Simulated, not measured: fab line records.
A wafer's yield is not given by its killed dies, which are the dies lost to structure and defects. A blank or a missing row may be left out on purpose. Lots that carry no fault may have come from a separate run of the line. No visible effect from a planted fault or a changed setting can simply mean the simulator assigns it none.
fab line records	flow n5_finfet
record lots=7	wafers=21
route steps=1938 shown BEOL_M7@1273 BEOL_M8@1389 BEOL_M9@1446 BEOL_M10@1499
start_h: hours from the record's first day to the start of the lot's first wafer shown	wait_h: hours since the lot's step before	" the same as in the row above	L1.1+2: a row that stands for several wafers	- no value present, or no start provided	* or withheld: withheld	< > ~ a bound
route shown NAME@n: a module of which the file shows steps, and the number in the route of the first	usual: the fault-free wafers' mean and standard deviation	same: alike in all rows	chamber/n: place in a boat	sites: per-site readings	_std_site: the values' standard deviation	_edge_site: the outer-site mean with the inner-site mean subtracted	radius_mm: for every site, how far away it sits from the centre of the wafer	mask NAME#n: copy n	behind: tool/chamber where the wafer was last shaped	hold: the reason the lot was held/the length of the hold in hours/how it ended	device: transistor that didn't switch, given as n, p or np	end of line: the route-end tests of the same wafers	for a step that has no rows: nothing shown but its recipe	killed: the dies lost at the first sort to structure and to defects; this is not the yield of the wafer	map: dies across one wafer; x = killed, . = not, _ = none there
set.NAME: the setting that was run; set.NAME@STEP: the one run at that earlier step	model.NAME: the simulator's own value behind a step, which no gauge read
lots with deliberately changed settings; one table per step, one row per wafer
## steps
# step N5_BEOL_M7_EXPOSE_08
# recipe mask_id=M7	na=1.35	source_shape=dipole	sigma_inner=0.817	sigma_outer=0.97	polarization=te	dose_mj=68.25
lot.wafer	tool	chamber	start_h	wait_h	mask	set.dose_mj
L076.1+3	arfi_scanner-02	0	195.78	-	M7#0	70.97
L076.2	"	0	"	"	M7#0	68.25
L075.1+6	arfi_scanner-03	0	204.47	-	M7#0	68.25
L075.5	"	0	"	"	M7#0	70.5
L080.1	arfi_scanner-02	0	231.98	-	M7#0	68.25
L080.3+5	"	0	"	"	M7#0	66.58
L083.2+3+4	arfi_scanner-02	0	245.84	-	M7#0	68.25
L092.1	arfi_scanner-03	0	302.44	-	M7#0	68.25
L092.4+5	"	0	"	"	M7#0	65.33
L094.1+2+4	arfi_scanner-01	0	325.90	-	M7#0	68.25
L096.1	arfi_scanner-03	0	332.91	-	M7#0	72.63
L096.2+3	"	0	"	"	M7#0	68.25
# step N5_BEOL_M7_PEB_09
# recipe peb_temp_c=withheld	peb_time_s=60	resist=CAR-ArF
# step N5_BEOL_M7_DEVELOP_10
# recipe develop_time_s=30	developer=TMAH	resist=CAR-ArF	rinse_liquid=diw	dry=air_spin	dev_temp_c=23
# step N5_BEOL_M7_CD_MEAS_11
# recipe target_cd_nm=38.5	landing_energy_ev=500	detector=se_inlens	polarity=opening
# usual cd_nm=38.2/0.49
lot.wafer	tool	chamber	start_h	wait_h	set.dose_mj@BEOL_M7_EXPOSE_08	cd_nm
L076.1	cd_sem-03	0	195.91	-	70.97	40.7
L076.2	"	0	"	"	68.25	37.9
L076.3	"	0	"	"	70.97	39.9
L075.1	cd_sem-03	0	204.60	-	68.25	38.2
L075.5	"	0	"	"	70.5	39.9
L075.6	"	0	"	"	68.25	38.3
L080.1	cd_sem-02	0	232.11	-	68.25	39.1
L080.3	"	0	"	"	66.58	37.1
L080.5	"	0	"	"	66.58	37.2
L083.2	cd_sem-02	0	245.97	-	68.25	38.6
L083.3	"	0	"	"	68.25	37.9
L083.4	"	0	"	"	68.25	38.4
L092.1	cd_sem-02	0	302.57	-	68.25	37.5
L092.4	"	0	"	"	65.33	35.1
L092.5	"	0	"	"	65.33	35.6
L094.1	cd_sem-02	0	326.03	-	68.25	37.5
L094.2	"	0	"	"	68.25	37.8
L094.4	"	0	"	"	68.25	38.0
L096.1	cd_sem-03	0	333.04	-	72.63	42.3
L096.2	"	0	"	"	68.25	39.0
L096.3	"	0	"	"	68.25	38.7
# step N5_BEOL_M7_DESCUM_16
# recipe chemistry=O2	time_s=7.9	source_power_w=50	bias_power_w=20	pressure_mtorr=20	rf_frequency_hz=2.712e+07	temp_c=40	resist=CAR-ArF	o2_flow_sccm=225
# step N5_BEOL_M7_ETCH_61
# recipe chemistry=CF4	target=SiARC	target_depth_a=455	mask_material=CAR-ArF	time_s=75.8	ion_energy_ev=80	pressure_mtorr=40	source_w=545	bias_w=36	Ar_flow_sccm=100	cf4_flow_sccm=100	ends=cleared
lot.wafer	tool	chamber	start_h	wait_h	set.dose_mj@BEOL_M7_EXPOSE_08	model.BEOL_M7.cd_offset_nm
L076.1+3	rie_diel-05	2,3	196.04	0.0	70.97	1.4
L076.2	"	1	"	"	68.25	-0.6
L075.1	rie_diel-04	3	204.73	0.0	68.25	-0.6
L075.5	"	0	"	"	70.5	1
L075.6	"	1	"	"	68.25	-0.4
L080.1	rie_diel-05	2	232.23	0.0	68.25	1
L080.3	"	3	"	"	66.58	-1
L080.5	"	1	"	"	66.58	-1.6
L083.2	rie_diel-06	2	246.28	0.0	68.25	0.4
L083.3	"	1	"	"	68.25	-0.2
L083.4	"	3	"	"	68.25	0.2
L092.1	rie_diel-06	1	302.80	0.0	68.25	-0.6
L092.4	"	0	"	"	65.33	-3.6
L092.5	"	3	"	"	65.33	-2.8
L094.1+2+4	rie_diel-06	1,2,3	326.59	0.0	68.25	-0.6
L096.1	rie_diel-06	2	333.17	0.0	72.63	3.6
L096.2	"	3	"	"	68.25	0.2
L096.3	"	0	"	"	68.25	0
# step N5_BEOL_M7_ETCH_62
# recipe chemistry=N2/H2	target=SOC	target_depth_a=1100	overetch_a=220	mask_material=SiARC	temp_c=40	time_s=165	ion_energy_ev=200	pressure_mtorr=30	source_w=840	bias_w=150	n2_flow_sccm=200	h2_flow_sccm=200
# usual rf_vpp_V=523.4/2.2
lot.wafer	tool	chamber	start_h	wait_h	set.source_w	set.dose_mj@BEOL_M7_EXPOSE_08	rf_vpp_V	model.SiARC_of_BEOL_M7_COAT_60.thk_nm	model.BEOL_M7.cd_offset_nm
L076.1	rie_diel-05	2	196.09	0.0	840	70.97	524.8	28.4	1.6
L076.2	"	1	"	"	840	68.25	524.5	28.4	0
L076.3	"	3	"	"	698.8	70.97	557.9	29	1.4
L075.1	rie_diel-04	3	204.78	0.0	840	68.25	524.7	28.4	-0.4
L075.5	"	0	"	"	732.4	70.5	546.6	29	0.6
L075.6	"	1	"	"	840	68.25	523.6	28.4	-0.2
L080.1	rie_diel-05	2	232.29	0.0	840	68.25	522.5	28.4	1
L080.3	"	3	"	"	840	66.58	526.2	28	-1.2
L080.5	"	1	"	"	733	66.58	549.2	28.8	-1.8
L083.2	rie_diel-06	2	246.34	0.0	840	68.25	521.6	28.4	0.4
L083.3	"	1	"	"	840	68.25	528.6	28.8	-0.2
L083.4	"	3	"	"	840	68.25	521.2	28.8	0
L092.1	rie_diel-06	1	302.86	0.0	705.3	68.25	560.6	29.2	-1
L092.4	"	0	"	"	705.3	65.33	552.6	29.4	-3.4
L092.5	"	3	"	"	705.3	65.33	552.3	29.2	-3.6
L094.1	rie_diel-06	1	326.65	0.0	840	68.25	528.5	28.6	0
L094.2	"	2	"	"	840	68.25	521.5	28.6	-0.8
L094.4	"	3	"	"	840	68.25	520.5	28.8	-0.8
L096.1	rie_diel-06	2	333.22	0.0	840	72.63	522.0	28.6	3.6
L096.2	"	3	"	"	783.9	68.25	533.8	29	-0.2
L096.3	"	0	"	"	840	68.25	522.1	28.6	0.4
# step N5_BEOL_M7_STRIP_68
# recipe chemistry=N2/H2	temp_c=40	n2_flow_sccm=200	h2_flow_sccm=200	rf_frequency_hz=6e+07
# step N5_BEOL_M7_STRIP_67
# recipe chemistry=CF4	resist=SiARC	power_w=300	bias_power_w=75	pressure_mtorr=50	cf4_flow_sccm=150	rf_frequency_hz=6e+07
# step N5_BEOL_M7_HM_OPEN_17
# recipe chemistry=Cl2/BCl3	target_depth_a=200	overetch_a=60	target=TiN	mask_material=SOC	ion_energy_ev=150	pressure_mtorr=10	icp_w=1000	bias_w=126	Cl2_flow_sccm=53.25	bcl3_flow_sccm=21.75	Ar_flow_sccm=25
lot.wafer	tool	chamber	start_h	wait_h	set.dose_mj@BEOL_M7_EXPOSE_08	model.BEOL_M7.cd_offset_nm
L076.1	rie_metal-02	1	196.28	0.0	70.97	1.8
L076.2	"	0	"	"	68.25	-0.2
L076.3	"	0	"	"	70.97	1.6
L075.1+6	rie_metal-03	1	204.97	0.0	68.25	-0.4
L075.5	"	1	"	"	70.5	0.6
L080.1	rie_metal-03	0	232.47	0.0	68.25	0.8
L080.3	"	0	"	"	66.58	-1.6
L080.5	"	0	"	"	66.58	-2
L083.2	rie_metal-03	1	246.52	0.0	68.25	0.4
L083.3+4	"	1,0	"	"	68.25	-0.2
L092.1	rie_metal-02	1	303.05	0.0	68.25	-0.8
L092.4	"	1	"	"	65.33	-3.2
L092.5	"	1	"	"	65.33	-3.4
L094.1	rie_metal-02	0	326.84	0.0	68.25	0
L094.2+4	"	1	"	"	68.25	-0.4
L096.1	rie_metal-01	0	333.41	0.0	72.63	3.6
L096.2	"	1	"	"	68.25	0
L096.3	"	0	"	"	68.25	0.2
# step N5_BEOL_M7_STRIP_19
# recipe chemistry=O2	power_w=400	temp_c=40	pressure_mtorr=30	rf_frequency_hz=6e+07	bias_power_w=0	overash_fraction=0.2	o2_flow_sccm=225
# step N5_BEOL_M7_CD_MEAS_18
# recipe pitch_nm=80	target_cd_nm=40
# usual cd_nm=39.7/0.57
lot.wafer	tool	chamber	start_h	wait_h	set.dose_mj@BEOL_M7_EXPOSE_08	cd_nm
L076.1	cd_sem-01	-	196.46	0.0	70.97	41.7
L076.2	"	-	"	"	68.25	39.8
L076.3	"	-	"	"	70.97	41.6
L075.1	cd_sem-02	-	205.24	0.0	68.25	39.7
L075.5	"	-	"	"	70.5	40.9
L075.6	"	-	"	"	68.25	40.0
L080.1	cd_sem-01	-	232.65	0.0	68.25	40.8
L080.3	"	-	"	"	66.58	38.7
L080.5	"	-	"	"	66.58	38.2
L083.2	cd_sem-02	-	246.71	0.1	68.25	40.4
L083.3	"	-	"	"	68.25	40.1
L083.4	"	-	"	"	68.25	39.9
L092.1	cd_sem-01	-	303.23	0.0	68.25	39.2
L092.4	"	-	"	"	65.33	36.5
L092.5	"	-	"	"	65.33	36.4
L094.1	cd_sem-03	-	327.14	0.0	68.25	40.2
L094.2	"	-	"	"	68.25	39.4
L094.4	"	-	"	"	68.25	39.7
L096.1	cd_sem-03	-	333.59	0.0	72.63	43.6
L096.2	"	-	"	"	68.25	39.8
L096.3	"	-	"	"	68.25	40.3
# step N5_BEOL_M7_TRENCH_ETCH_37
# recipe chemistry=C4F6/O2	target_depth_a=934.78	target=SiCOH_lowk	time_s=31.2	ion_energy_ev=250	pressure_mtorr=30	source_w=345	bias_w=185	Ar_flow_sccm=300	C4F6_flow_sccm=10	O2_flow_sccm=10
lot.wafer	tool	chamber	start_h	wait_h	set.bias_w	model.BEOL_M7.feature_depth_nm	model.etch.depth_nm
L076.1	rie_diel-05	1	-	-	185	93.8	93.72
L076.2	"	2	"	"	185	92.6	92.65
L076.3	"	3	"	"	152	85.2	85.28
L075.1	rie_diel-06	2	-	-	185	91	91.09
L075.5	"	3	"	"	157.9	86	86.1
L075.6	"	0	"	"	157.9	86.2	86.3
L080.1	rie_diel-06	3	-	-	175.8	89.4	89.45
L080.3	"	0	"	"	175.8	90	89.94
L080.5	"	1	"	"	185	91.6	91.58
L083.2	rie_diel-05	3	-	-	185	90.2	90.28
L083.3	"	0	"	"	185	90.6	90.56
L083.4	"	1	"	"	185	93.6	93.66
L092.1+4	rie_diel-06	2,0	-	-	185	91.6	91.62
L092.5	"	0	"	"	185	92	91.96
L094.1	rie_diel-06	1	-	-	185	91.2	91.22
L094.2	"	2	"	"	201.8	92.6	92.54
L094.4	"	3	"	"	201.8	92.2	92.23
L096.1	rie_diel-05	2	-	-	217.3	98.6	98.61
L096.2	"	3	"	"	185	95.6	95.57
L096.3	"	0	"	"	185	92.2	92.2
# step N5_BEOL_M7_ETCH_41
# recipe chemistry=CH3F/O2	target=SiCN	target_depth_a=319	taper_deg=2	time_s=57.8	ion_energy_ev=120	mask_material=TiN	pressure_mtorr=30	source_w=395	bias_w=75	Ar_flow_sccm=150	CH3F_flow_sccm=30	O2_flow_sccm=20
# step N5_BEOL_M7_STRIP_80
# recipe chemistry=N2/H2	time_s=10	power_w=450	temp_c=40	pressure_mtorr=20	rf_frequency_hz=6e+07	bias_power_w=7	n2_flow_sccm=200	h2_flow_sccm=200
# step N5_BEOL_M7_OCD_MEAS_38
# usual trench_depth_nm=91.9/1.6
lot.wafer	tool	chamber	start_h	wait_h	set.bias_w@BEOL_M7_TRENCH_ETCH_37	trench_depth_nm
L076.1	ocd-01	-	199.26	-	185	93.6
L076.2	"	-	"	"	185	92.2
L076.3	"	-	"	"	152	85.0
L075.1	ocd-02	-	206.69	-	185	91.0
L075.5	"	-	"	"	157.9	86.3
L075.6	"	-	"	"	157.9	86.4
L080.1	ocd-01	-	234.19	-	175.8	89.5
L080.3	"	-	"	"	175.8	89.7
L080.5	"	-	"	"	185	91.8
L083.2	ocd-02	-	247.95	-	185	90.0
L083.3	"	-	"	"	185	90.4
L083.4	"	-	"	"	185	93.9
L092.1	ocd-01	-	304.45	-	185	91.7
L092.4	"	-	"	"	185	91.8
L092.5	"	-	"	"	185	91.9
L094.1	ocd-02	-	328.95	-	185	91.8
L094.2	"	-	"	"	201.8	92.6
L094.4	"	-	"	"	201.8	92.2
L096.1	ocd-01	-	337.40	-	217.3	98.7
L096.2	"	-	"	"	185	95.2
L096.3	"	-	"	"	185	92.1
# step N5_BEOL_M7_HM_STRIP_39
# recipe chemistry=peroxide_tin_strip	material=TiN	target_depth_a=250	temp_c=50	time_s=158
# step N5_BEOL_M7_SRD_40
# recipe time_s=30	temp_c=23	rinse_liquid=diw	dry=ipa_marangoni
# step N5_BEOL_M7_PRECLEAN_42
# recipe chemistry=residue_remover	time_s=60	temp_c=40
# step N5_BEOL_M7_SRD_43
# recipe time_s=30	temp_c=23	rinse_liquid=diw	dry=ipa_marangoni
# step N5_BEOL_M7_CD_MEAS_35
# recipe target_cd_nm=40	polarity=opening
# usual cd_nm=39.7/0.55
lot.wafer	tool	chamber	start_h	wait_h	set.dose_mj@BEOL_M7_EXPOSE_08	cd_nm
L076.1	cd_sem-01	-	199.42	0.0	70.97	41.6
L076.2	"	-	"	"	68.25	40.0
L076.3	"	-	"	"	70.97	41.3
L075.1	cd_sem-03	-	206.84	0.0	68.25	40.0
L075.5	"	-	"	"	70.5	40.4
L075.6	"	-	"	"	68.25	40.0
L080.1	cd_sem-02	-	234.36	0.0	68.25	40.9
L080.3	"	-	"	"	66.58	38.6
L080.5	"	-	"	"	66.58	37.8
L083.2	cd_sem-03	-	248.11	0.0	68.25	40.7
L083.3	"	-	"	"	68.25	39.7
L083.4	"	-	"	"	68.25	39.8
L092.1	cd_sem-02	-	304.60	0.0	68.25	39.4
L092.4	"	-	"	"	65.33	36.9
L092.5	"	-	"	"	65.33	36.7
L094.1	cd_sem-02	-	329.10	0.0	68.25	40.1
L094.2	"	-	"	"	68.25	39.5
L094.4	"	-	"	"	68.25	39.8
L096.1	cd_sem-03	-	337.55	0.0	72.63	43.7
L096.2	"	-	"	"	68.25	39.5
L096.3	"	-	"	"	68.25	39.8
# step N5_BEOL_M8_ALD_77
# recipe material=TaN	target_thk_a=20	temp_c=275	ald_precursor_family=PDMAT	ald_co_reactant=NH3	pressure_torr=3	carrier_flow_sccm=1500	pulse_time_s=2	purge_time_s=3	co_reactant_purge_time_s=2	co_reactant_pulse_time_s=3	ald_cycles=40	precursor_vessel_temp_c=75	precursor_vessel_pressure_torr=26.25	precursor_vessel_carrier_sccm=1000
lot.wafer	tool	chamber	start_h	wait_h	set.ald_cycles	model.TaN_of_BEOL_M8_ALD_77.thk_nm
L076.1	ald_metal-04	3	208.15	0.0	38	1.8
L076.2+3	"	1,0	"	"	40	2
L075.1+6	ald_metal-03	3	217.39	0.0	34	1.6
L075.5	"	2	"	"	34	1.8
L080.1+3+5	ald_metal-01	1,3,2	247.35	0.0	40	2
L083.2+3+4	ald_metal-01	0,2,3	256.92	0.0	40	2
L092.1+4	ald_metal-01	3,2	316.52	0.0	40	2
L092.5	"	3	"	"	37	1.8
L094.1	ald_metal-01	3	338.19	0.2	37	1.8
L094.2+4	"	2,1	"	"	40	2
L096.1+3	ald_metal-04	2,3	349.33	0.0	40	2
L096.2	"	0	"	"	44	2.2
# step N5_BEOL_M9_TRENCH_ETCH_37
# recipe chemistry=C4F6/O2	target_depth_a=1514.3	target=SiCOH_lowk	time_s=49	ion_energy_ev=250	pressure_mtorr=30	source_w=345	bias_w=185	Ar_flow_sccm=300	C4F6_flow_sccm=10	O2_flow_sccm=10
lot.wafer	tool	chamber	start_h	wait_h	set.source_w	model.etch.depth_nm	model.BEOL_M9.feature_depth_nm
L076.1	rie_diel-06	1	-	-	345	147.9	147.8
L076.2	"	3	"	"	345	146.8	146.8
L076.3	"	2	"	"	345	148	148
L075.1	rie_diel-06	2	-	-	345	149.1	149.2
L075.5	"	2	"	"	319.1	144.4	144.4
L075.6	"	3	"	"	319.1	142.1	142.2
L080.1	rie_diel-06	1	-	-	345	148.4	148.4
L080.3	"	2	"	"	345	149.4	149.4
L080.5	"	1	"	"	345	148.9	148.8
L083.2	rie_diel-06	1	-	-	345	148.6	148.6
L083.3	"	3	"	"	345	146.7	146.8
L083.4	"	1	"	"	345	148.2	148.2
L092.1	rie_diel-04	1	-	-	345	149	149
L092.4	"	0	"	"	345	150.5	150.4
L092.5	"	2	"	"	345	148.1	148.2
L094.1	rie_diel-04	2	-	-	345	146.8	146.8
L094.2	"	3	"	"	379.4	162.7	162.8
L094.4	"	0	"	"	345	150.1	150
L096.1	rie_diel-05	3	-	-	345	154.9	155
L096.2	"	0	"	"	345	148.5	148.4
L096.3	"	1	"	"	345	152.3	152.2
# step N5_BEOL_M9_ETCH_41
# recipe chemistry=CH3F/O2	target=SiCN	target_depth_a=366	taper_deg=2	time_s=70.1	ion_energy_ev=120	mask_material=TiN	pressure_mtorr=30	source_w=395	bias_w=75	Ar_flow_sccm=150	CH3F_flow_sccm=30	O2_flow_sccm=20
# step N5_BEOL_M9_STRIP_80
# recipe chemistry=N2/H2	time_s=10	power_w=450	temp_c=40	pressure_mtorr=20	rf_frequency_hz=6e+07	bias_power_w=7	n2_flow_sccm=200	h2_flow_sccm=200
# step N5_BEOL_M9_OCD_MEAS_38
# usual trench_depth_nm=149.6/2.6
lot.wafer	tool	chamber	start_h	wait_h	set.source_w@BEOL_M9_TRENCH_ETCH_37	trench_depth_nm
L076.1	ocd-01	-	215.97	-	345	147.7
L076.2	"	-	"	"	345	146.7
L076.3	"	-	"	"	345	148.2
L075.1	ocd-02	-	225.92	-	345	149.8
L075.5	"	-	"	"	319.1	145.0
L075.6	"	-	"	"	319.1	142.1
L080.1	ocd-01	-	251.72	-	345	148.7
L080.3	"	-	"	"	345	149.6
L080.5	"	-	"	"	345	148.3
L083.2	ocd-02	-	264.86	-	345	148.8
L083.3	"	-	"	"	345	146.7
L083.4	"	-	"	"	345	149.0
L092.1	ocd-02	-	325.51	-	345	149.1
L092.4	"	-	"	"	345	150.6
L092.5	"	-	"	"	345	148.5
L094.1	ocd-01	-	344.84	-	345	146.6
L094.2	"	-	"	"	379.4	162.9
L094.4	"	-	"	"	345	149.6
L096.1	ocd-01	-	357.90	-	345	155.4
L096.2	"	-	"	"	345	148.8
L096.3	"	-	"	"	345	152.0
# step N5_BEOL_M9_HM_STRIP_39
# recipe chemistry=peroxide_tin_strip	material=TiN	target_depth_a=250	temp_c=50	time_s=158
lot.wafer	tool	chamber	start_h	wait_h	set.time_s
L076.1+2+3	-	-	-	0.0	158
L075.1+5+6	-	-	-	0.0	158
L080.1+3+5	-	-	-	0.0	158
L083.2+3+4	wet_bench-06	3,4,6	264.89	0.0	158
L092.1+4+5	-	-	-	0.0	176.9
L094.1+2+4	-	-	-	0.0	158
L096.1+2+3	-	-	-	0.0	158
# step N5_BEOL_M9_SRD_40
# recipe time_s=30	temp_c=23	rinse_liquid=diw	dry=ipa_marangoni
# step N5_BEOL_M9_PRECLEAN_42
# recipe chemistry=residue_remover	time_s=60	temp_c=40
# step N5_BEOL_M9_ECD_50
# recipe material=Cu	target_thk_a=3180
# step N5_BEOL_M9_ANNEAL_51
# recipe temp_c=225	time_s=90	ambient=N2
# step N5_BEOL_M9_CMP_52
# recipe stop_on=SiCOH_lowk	t_overpolish_s=7	down_force_psi=1	platen_rpm=50	clearing_platen_down_force_psi=1.5	clearing_platen_rpm=50	post_cmp_clean=cu_alkaline	target_thk_nm=140	clearing_platen_pad_velocity_m_s=0.99484	pad_velocity_m_s=0.99484
lot.wafer	tool	chamber	start_h	wait_h	set.source_w@BEOL_M9_TRENCH_ETCH_37	model.Cu_of_BEOL_M9_ECD_50.thk_nm
L076.1	cmp-04	1	217.99	0.3	345	138.4
L076.2	"	2	"	"	345	136.4
L076.3	"	3	"	"	345	137.6
L075.1	cmp-02	3	231.15	0.5	345	140.2
L075.5	"	2	"	"	319.1	133.4
L075.6	"	3	"	"	319.1	132.6
L080.1	cmp-01	1	256.65	0.3	345	136.2
L080.3	"	2	"	"	345	139.2
L080.5	"	2	"	"	345	138.8
L083.2	cmp-04	0	266.93	0.2	345	137.2
L083.3	"	1	"	"	345	136.8
L083.4	"	2	"	"	345	137.4
L092.1	cmp-04	1	327.20	0.3	345	138.2
L092.4	"	3	"	"	345	140
L092.5	"	1	"	"	345	137.6
L094.1	cmp-04	0	346.76	0.3	345	135.6
L094.2	"	1	"	"	379.4	151.2
L094.4	"	2	"	"	345	137.8
L096.2	cmp-04	0	360.77	0.2	345	138.2
L096.3	"	2	"	"	345	143.8
L096.1	"	3	"	"	345	145.4
# step N5_BEOL_M10_EXPOSE_25
# recipe mask_id=V9	na=1.35	source_shape=annular	sigma_inner=0.5	sigma_outer=0.8	polarization=unpolarized	dose_mj=85.5
lot.wafer	tool	chamber	start_h	wait_h	mask	set.dose_mj
L076.1+3	arfi_scanner-03	0	222.54	-	V9#0	85.5
L076.2	"	0	"	"	V9#0	80.45
L075.1	arfi_scanner-02	0	234.49	-	V9#0	85.5
L075.5+6	"	0	"	"	V9#0	87.95
L080.1	arfi_scanner-02	0	259.83	-	V9#0	85.5
L080.3+5	"	0	"	"	V9#0	82.28
L083.2+3+4	arfi_scanner-02	0	272.58	-	V9#0	85.5
L092.1+5	arfi_scanner-01	0	331.86	-	V9#0	80.3
L092.4	"	0	"	"	V9#0	85.5
L094.1+2	arfi_scanner-01	0	352.66	-	V9#0	85.5
L094.4	"	0	"	"	V9#0	79.96
L096.1+2+3	arfi_scanner-01	0	368.22	-	V9#0	85.5
## key
split step=N5_BEOL_M7_EXPOSE_08	setting=dose_mj	stated=68.25	by=wafer
response step=N5_BEOL_M7_CD_MEAS_11	reading=cd_nm	change=+0.561	per=1%	r=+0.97
response step=N5_BEOL_M7_ETCH_61	reading=model.BEOL_M7.cd_offset_nm	change=+0.565	per=1%	r=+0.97
response step=N5_BEOL_M7_ETCH_62	reading=model.BEOL_M7.cd_offset_nm	change=+0.523	per=1%	r=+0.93
response step=N5_BEOL_M7_HM_OPEN_17	reading=model.BEOL_M7.cd_offset_nm	change=+0.546	per=1%	r=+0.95
response step=N5_BEOL_M7_CD_MEAS_18	reading=cd_nm	change=+0.559	per=1%	r=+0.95
response step=N5_BEOL_M7_CD_MEAS_35	reading=cd_nm	change=+0.553	per=1%	r=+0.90
split step=N5_BEOL_M7_ETCH_62	setting=source_w	stated=840	by=wafer
response step=N5_BEOL_M7_ETCH_62	reading=rf_vpp_V	change=-1.9	per=1%	r=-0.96
response step=N5_BEOL_M7_ETCH_62	reading=model.SiARC_of_BEOL_M7_COAT_60.thk_nm	change=-0.043	per=1%	r=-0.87
split step=N5_BEOL_M7_TRENCH_ETCH_37	setting=bias_w	stated=185	by=wafer
response step=N5_BEOL_M7_TRENCH_ETCH_37	reading=model.BEOL_M7.feature_depth_nm	change=+0.335	per=1%	r=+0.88
response step=N5_BEOL_M7_TRENCH_ETCH_37	reading=model.etch.depth_nm	change=+0.334	per=1%	r=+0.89
response step=N5_BEOL_M7_OCD_MEAS_38	reading=trench_depth_nm	change=+0.333	per=1%	r=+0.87
split step=N5_BEOL_M8_ALD_77	setting=ald_cycles	stated=40	by=wafer
response step=N5_BEOL_M8_ALD_77	reading=model.TaN_of_BEOL_M8_ALD_77.thk_nm	change=+0.0253	per=1%	r=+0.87
split step=N5_BEOL_M9_TRENCH_ETCH_37	setting=source_w	stated=345	by=wafer
response step=N5_BEOL_M9_TRENCH_ETCH_37	reading=model.etch.depth_nm	change=+1.2	per=1%	r=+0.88
response step=N5_BEOL_M9_TRENCH_ETCH_37	reading=model.BEOL_M9.feature_depth_nm	change=+1.21	per=1%	r=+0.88
response step=N5_BEOL_M9_OCD_MEAS_38	reading=trench_depth_nm	change=+1.25	per=1%	r=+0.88
response step=N5_BEOL_M9_CMP_52	reading=model.Cu_of_BEOL_M9_ECD_50.thk_nm	change=+1.28	per=1%	r=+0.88
split step=N5_BEOL_M9_HM_STRIP_39	setting=time_s	stated=158	by=lot
response none clear
split step=N5_BEOL_M10_EXPOSE_25	setting=dose_mj	stated=85.5	by=wafer
response none in this file
